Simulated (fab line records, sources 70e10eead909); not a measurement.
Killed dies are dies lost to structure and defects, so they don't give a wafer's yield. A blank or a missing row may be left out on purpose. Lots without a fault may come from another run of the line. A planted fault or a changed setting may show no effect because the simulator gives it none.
Chamber matching | flow nand_harc | NHARC_A_WL_FILL_CMP_12 on cmp-02: 4 sister chambers
The step polishes, t overpolish 30 s, target thk 100 nm. 8 wafers are shown with their chamber, then 8 later ones without.

WAFERS WITH THEIR CHAMBER
wafer  | chamber | motor_current_A (A) | overpolish_run_s (s)
L078.3 | 3       | 12.1                | 29.999
L081.5 | 0       | 11.2                | 30.004
L081.6 | 3       | 12.6                | 30.007
L082.2 | 0       | 11.2                | 30.004
L082.3 | 1       | 10.5                | 30.001
L087.3 | 1       | 10.8                | 29.995
L087.6 | 2       | 13.6                | 29.981
L089.3 | 2       | 12.8                | 30.009

WAFERS WITHOUT THEIR CHAMBER
wafer  | motor_current_A (A) | overpolish_run_s (s)
L089.4 | 12.2                | 29.990
L089.6 | 12.8                | 29.983
L090.2 | 13.3                | 30.006
L090.4 | 11.7                | 30.000
L090.5 | 11.8                | 29.998
L094.1 | 10.6                | 29.993
L094.2 | 13.0                | 29.996
L094.3 | 13.5                | 30.000

WHICH CHAMBER EACH WENT THROUGH
wafer  | from the rows above          | in truth
L089.4 | can't be placed: 3 or 2 or 0 | 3
L089.6 | can't be placed: 2 or 3      | 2
L090.2 | can't be placed: 2 or 3      | 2
L090.4 | can't be placed: 0 or 3 or 1 | 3
L090.5 | can't be placed: 3 or 0 or 1 | 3
L094.1 | can't be placed: 1 or 0      | 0
L094.2 | can't be placed: 2 or 3      | 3
L094.3 | 2                            | 2
Placed correctly: 1 of 8. Can't be placed from these rows: 7 (the true chamber is among the candidates in 7). Placed wrongly: 0.
How it was worked out, from the rows above alone: a wafer's distance from a chamber is the root of the sum, over the readings, of the square of ((its reading less the chamber's mean) divided by the reading's scatter). The wafer belongs to the nearest chamber; if the next one is less than 2 further off, it can't be placed. A chamber's mean is the mean of its shown wafers. The scatter: the root of (the sum of the squares of (reading less its chamber's mean) over the shown wafers, divided by (wafers less chambers)).
